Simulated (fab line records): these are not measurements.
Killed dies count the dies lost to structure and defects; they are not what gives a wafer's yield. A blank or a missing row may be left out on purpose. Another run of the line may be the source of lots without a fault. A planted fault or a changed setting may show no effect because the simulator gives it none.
Chamber matching / flow n5_finfet / 4 sister chambers for N5_BEOL_M0_STRIP_104 on rie_diel-01
The step strips in N2/H2. 4 wafers are shown with their chamber, then 10 later ones without.

## WAFERS WITH THEIR CHAMBER
wafer=L086.1; chamber=0; showerhead_plenum_p_Torr (Torr)=2.70
wafer=L086.2; chamber=1; showerhead_plenum_p_Torr (Torr)=2.65
wafer=L089.6; chamber=3; showerhead_plenum_p_Torr (Torr)=2.48
wafer=L090.5; chamber=2; showerhead_plenum_p_Torr (Torr)=2.62

## WAFERS WITHOUT THEIR CHAMBER
wafer=L090.6; showerhead_plenum_p_Torr (Torr)=2.48
wafer=L091.1; showerhead_plenum_p_Torr (Torr)=2.62
wafer=L091.2; showerhead_plenum_p_Torr (Torr)=2.64
wafer=L091.4; showerhead_plenum_p_Torr (Torr)=2.70
wafer=L095.1; showerhead_plenum_p_Torr (Torr)=2.69
wafer=L095.3; showerhead_plenum_p_Torr (Torr)=2.47
wafer=L095.6; showerhead_plenum_p_Torr (Torr)=2.69
wafer=L096.1; showerhead_plenum_p_Torr (Torr)=2.47
wafer=L096.3; showerhead_plenum_p_Torr (Torr)=2.61
wafer=L096.4; showerhead_plenum_p_Torr (Torr)=2.69

## EACH ONE'S CHAMBER
wafer=L090.6; from the rows above=3; in truth=3
wafer=L091.1; from the rows above=2; in truth=2
wafer=L091.2; from the rows above=can't be placed: 1 or 2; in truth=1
wafer=L091.4; from the rows above=0; in truth=0
wafer=L095.1; from the rows above=0; in truth=0
wafer=L095.3; from the rows above=3; in truth=3
wafer=L095.6; from the rows above=0; in truth=0
wafer=L096.1; from the rows above=3; in truth=3
wafer=L096.3; from the rows above=2; in truth=2
wafer=L096.4; from the rows above=0; in truth=0
Correctly placed: 9 of 10. From these rows, 1 cannot be placed; in 1 the true chamber is one of the candidates. 0 placed wrongly.
How it was worked out, from the rows above alone: a wafer's distance from a chamber is the root of the sum, over the readings, of the square of ((its reading less the chamber's mean) divided by the reading's scatter). The wafer belongs to the nearest chamber; if the next one is less than 2 further off, it can't be placed. A chamber's mean is the mean of its shown wafers. The scatter: root of mean squared gap, hidden wafer to nearest shown wafer, with one shown wafer a chamber.
